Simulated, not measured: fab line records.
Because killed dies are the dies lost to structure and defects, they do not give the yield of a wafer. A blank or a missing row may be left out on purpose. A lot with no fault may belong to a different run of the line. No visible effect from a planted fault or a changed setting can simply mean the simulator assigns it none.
Chamber matching || flow nand harc || NHARC_A_WL_FILL_STRIP_29 on rie diel-07 has 4 sister chambers
The step strips in O2, time 20 s. 14 wafers are shown with their chamber, then 7 later ones without.

WAFERS, EACH WITH ITS CHAMBER
{"wafer": "L079.3", "chamber": 0, "showerhead plenum p Torr (Torr)": 3.53, "drypump motor current A (A)": 5.51, "rf vpp V (V)": 58.2}
{"wafer": "L079.4", "chamber": 3, "showerhead plenum p Torr (Torr)": 3.56, "drypump motor current A (A)": 5.93, "rf vpp V (V)": 58.7}
{"wafer": "L079.5", "chamber": 1, "showerhead plenum p Torr (Torr)": 3.73, "drypump motor current A (A)": 6.08, "rf vpp V (V)": 58.0}
{"wafer": "L082.1", "chamber": 3, "showerhead plenum p Torr (Torr)": 3.56, "drypump motor current A (A)": 5.94, "rf vpp V (V)": 58.2}
{"wafer": "L082.3", "chamber": 2, "showerhead plenum p Torr (Torr)": 3.66, "drypump motor current A (A)": 6.12, "rf vpp V (V)": 57.8}
{"wafer": "L082.5", "chamber": 2, "showerhead plenum p Torr (Torr)": 3.66, "drypump motor current A (A)": 6.13, "rf vpp V (V)": 57.5}
{"wafer": "L087.1", "chamber": 0, "showerhead plenum p Torr (Torr)": 3.53, "drypump motor current A (A)": 5.53, "rf vpp V (V)": 57.4}
{"wafer": "L087.5", "chamber": 2, "showerhead plenum p Torr (Torr)": 3.65, "drypump motor current A (A)": 6.12, "rf vpp V (V)": 57.9}
{"wafer": "L087.6", "chamber": 1, "showerhead plenum p Torr (Torr)": 3.73, "drypump motor current A (A)": 6.08, "rf vpp V (V)": 57.3}
{"wafer": "L089.1", "chamber": 3, "showerhead plenum p Torr (Torr)": 3.56, "drypump motor current A (A)": 5.93, "rf vpp V (V)": 58.8}
{"wafer": "L089.2", "chamber": 2, "showerhead plenum p Torr (Torr)": 3.65, "drypump motor current A (A)": 6.18, "rf vpp V (V)": 58.9}
{"wafer": "L089.3", "chamber": 1, "showerhead plenum p Torr (Torr)": 3.73, "drypump motor current A (A)": 6.08, "rf vpp V (V)": 57.6}
{"wafer": "L089.4", "chamber": 0, "showerhead plenum p Torr (Torr)": 3.53, "drypump motor current A (A)": 5.53, "rf vpp V (V)": 58.5}
{"wafer": "L089.5", "chamber": 3, "showerhead plenum p Torr (Torr)": 3.56, "drypump motor current A (A)": 5.92, "rf vpp V (V)": 59.0}

SIGNATURES (means of the wafers above)
{"reading": "showerhead plenum p Torr", "chamber 0": 3.5300, "chamber 1": 3.7300, "chamber 2": 3.6550, "chamber 3": 3.5600, "scatter within a chamber": 0.00316}
{"reading": "drypump motor current A", "chamber 0": 5.5233, "chamber 1": 6.0800, "chamber 2": 6.1375, "chamber 3": 5.9300, "scatter within a chamber": 0.0172}
{"reading": "rf vpp V", "chamber 0": 58.033, "chamber 1": 57.633, "chamber 2": 58.025, "chamber 3": 58.675, "scatter within a chamber": 0.485}
Rule: a wafer lies at a distance from a chamber equal to the root of the sum of squares, over the readings, of (its reading less the chamber's mean, divided by the reading's scatter). If the next closest chamber is less than 2 further off than the closest, the wafer can't be placed; otherwise it belongs to the closest. How the scatter is found: for the shown wafers, subtract from each reading the mean of its chamber, square and add these, divide the total by (wafers less chambers), then take the root.

WAFERS MISSING THEIR CHAMBER
{"wafer": "L089.6", "showerhead plenum p Torr (Torr)": 3.65, "drypump motor current A (A)": 6.16, "rf vpp V (V)": 57.7}
{"wafer": "L096.1", "showerhead plenum p Torr (Torr)": 3.56, "drypump motor current A (A)": 5.94, "rf vpp V (V)": 57.2}
{"wafer": "L096.2", "showerhead plenum p Torr (Torr)": 3.73, "drypump motor current A (A)": 6.07, "rf vpp V (V)": 58.8}
{"wafer": "L096.5", "showerhead plenum p Torr (Torr)": 3.73, "drypump motor current A (A)": 6.08, "rf vpp V (V)": 58.2}
{"wafer": "L097.3", "showerhead plenum p Torr (Torr)": 3.53, "drypump motor current A (A)": 5.48, "rf vpp V (V)": 58.2}
{"wafer": "L097.4", "showerhead plenum p Torr (Torr)": 3.65, "drypump motor current A (A)": 6.18, "rf vpp V (V)": 57.4}
{"wafer": "L097.5", "showerhead plenum p Torr (Torr)": 3.53, "drypump motor current A (A)": 5.48, "rf vpp V (V)": 57.6}

CHAMBER TAKEN BY EACH
{"wafer": "L089.6", "from the rows above": 2, "in truth": 2}
{"wafer": "L096.1", "from the rows above": 3, "in truth": 3}
{"wafer": "L096.2", "from the rows above": 1, "in truth": 1}
{"wafer": "L096.5", "from the rows above": 1, "in truth": 1}
{"wafer": "L097.3", "from the rows above": 0, "in truth": 0}
{"wafer": "L097.4", "from the rows above": 2, "in truth": 2}
{"wafer": "L097.5", "from the rows above": 0, "in truth": 0}
Placed correctly: 7 of 7. From these rows, 0 cannot be placed. Wrongly placed: 0.
